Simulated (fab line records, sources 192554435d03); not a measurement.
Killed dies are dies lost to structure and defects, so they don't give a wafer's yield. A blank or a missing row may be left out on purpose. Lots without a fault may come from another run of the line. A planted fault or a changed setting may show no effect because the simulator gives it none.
Split-lot experiment | flow n5_finfet | 7 lots, 21 wafers read, on a route of 1938 steps

THE SPLIT
At N5_HKMG_FIN_COAT_30 (time 60 s, resist thk 35 nm), the setting spin_rpm was moved away from the recipe's 1500 rpm on 4 of the 21 wafers read, by -10.1% to +8.4%. The other wafers ran this setting at the recipe's value.

FROM THE SPLIT TO THE READING: what the file shows between them, 4 steps
- N5_HKMG_FIN_COAT_06: resist thk 90 nm (also split here: spin_rpm)
- N5_HKMG_FIN_EBR_08
- N5_HKMG_FIN_SOFTBAKE_07: time 60 s
- N5_HKMG_FIN_DESCUM_17: chemistry O2, time 7.9 s

THE READING
etch.depth_nm (the simulator's own value, which no gauge read), in nm, at N5_HKMG_FIN_ETCH_31 (etches SiARC in CF4, target depth 45.5 nm, time 75.8 s). The file gives no usual value for it. The 17 wafers here that ran the recipe average 34.95 nm, standard deviation 0.082 nm.

wafer  | tool, chamber at the split | spin_rpm as run, rpm | against the recipe | etch.depth_nm, nm | against lot-mates on the recipe
L076.1 | litho_track-02, 0          | 1397                 | -6.9%              | 36.25             | +1.28
L076.3 | litho_track-02, 0          | 1500                 | recipe             | 35.01             | -
L076.6 | litho_track-02, 0          | 1500                 | recipe             | 34.94             | -
L079.2 | litho_track-03, 0          | 1349                 | -10.1%             | 36.92             | +1.85
L079.3 | litho_track-03, 0          | 1500                 | recipe             | 35.02             | -
L079.5 | litho_track-03, 0          | 1500                 | recipe             | 35.12             | -
L080.2 | litho_track-01, 0          | 1500                 | recipe             | 34.97             | -
L080.4 | litho_track-01, 0          | 1500                 | recipe             | 34.92             | -
L080.6 | litho_track-01, 0          | 1500                 | recipe             | 35.06             | -
L084.3 | litho_track-02, 0          | 1500                 | recipe             | 34.9              | -
L084.4 | litho_track-02, 0          | 1500                 | recipe             | 34.94             | -
L084.6 | litho_track-02, 0          | 1500                 | recipe             | 34.91             | -
L088.2 | litho_track-03, 0          | 1500                 | recipe             | 34.96             | -
L088.4 | litho_track-03, 0          | 1500                 | recipe             | 35.03             | -
L088.6 | litho_track-03, 0          | 1500                 | recipe             | 34.94             | -
L094.1 | litho_track-02, 0          | 1626                 | +8.4%              | 33.5              | -1.33
L094.3 | litho_track-02, 0          | 1500                 | recipe             | 34.83             | -
L094.5 | litho_track-02, 0          | 1626                 | +8.4%              | 33.48             | -1.35
L097.1 | litho_track-02, 0          | 1500                 | recipe             | 34.87             | -
L097.2 | litho_track-02, 0          | 1500                 | recipe             | 34.85             | -
L097.6 | litho_track-02, 0          | 1500                 | recipe             | 34.8              | -

THE FIT
A straight line over all 21 wafers: etch.depth_nm changes by -0.184 nm for each +1% of spin_rpm; r = -0.99; the points scatter about the line by 0.087 nm.
The same after taking each lot's own level away (the mean of its wafers on the recipe; 21 wafers): -0.172 nm for each +1%; r = -1.00; scatter 0.057 nm.
On that fit, the largest move of spin_rpm shifts the reading by 1.7 nm.
The lots' own levels span 34.830 to 35.070 nm, that is 2.9 times the standard deviation above.
So the lot-to-lot level changes the slope little: the two slopes agree.
Check: with one of the wafers moved furthest among these (-10.1%) left out of the fit, the line predicts +1.69 nm for it against its lot-mates. It came out at +1.85 nm against them.

OTHER SPLITS ON THESE WAFERS
These wafers also went through other splits before the reading. Each is held against what the fit with the lots' levels taken away leaves over:
other split on the same wafers            | wafers away from the commonest value | r with etch.depth_nm (lot level and that fit taken away)
N5_WELL_APT_EXPOSE_05 dose_mj             | 6                                    | +0.00
N5_WELL_APT_DEVELOP_07 develop_time_s     | 6                                    | -0.18
N5_PMOS_HMC_CHANNEL_EPI_PEB_07 peb_temp_c | 4                                    | -0.12
N5_DUMMY_GATE_PECVD_30 time_s             | 7                                    | -0.01
N5_DUMMY_GATE_COAT_28 spin_rpm            | 6                                    | +0.07
N5_SD_EPI_N_ETCH_45 target_depth_a        | 10                                   | -0.19
N5_SD_EPI_N_ETCH_16 target_depth_a        | 7                                    | -0.01
N5_HKMG_FIN_ETCH_54 source_w              | 8                                    | +0.07
N5_HKMG_FIN_ETCH_58 source_w              | 7                                    | +0.18
N5_HKMG_FIN_COAT_06 spin_rpm              | 7                                    | +0.00

THE WHOLE CHAIN: every reading that the file lists as answering this split, in the file's order
step                | what it does                                           | reading                                                                           | change (the file's fit)               | r (the file's)
N5_HKMG_FIN_COAT_30 | time 60 s, resist thk 35 nm                            | SiARC_of_HKMG_FIN_COAT_30.thk_nm (the simulator's own value, which no gauge read) | -0.179 nm for each +1% of the setting | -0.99
N5_HKMG_FIN_ETCH_31 | etches SiARC in CF4, target depth 45.5 nm, time 75.8 s | etch.depth_nm (the simulator's own value, which no gauge read)                    | -0.176 nm for each +1% of the setting | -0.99

THE FILE'S OWN FIT
etch.depth_nm changes by -0.176 nm for each +1% of spin_rpm, r = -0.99.
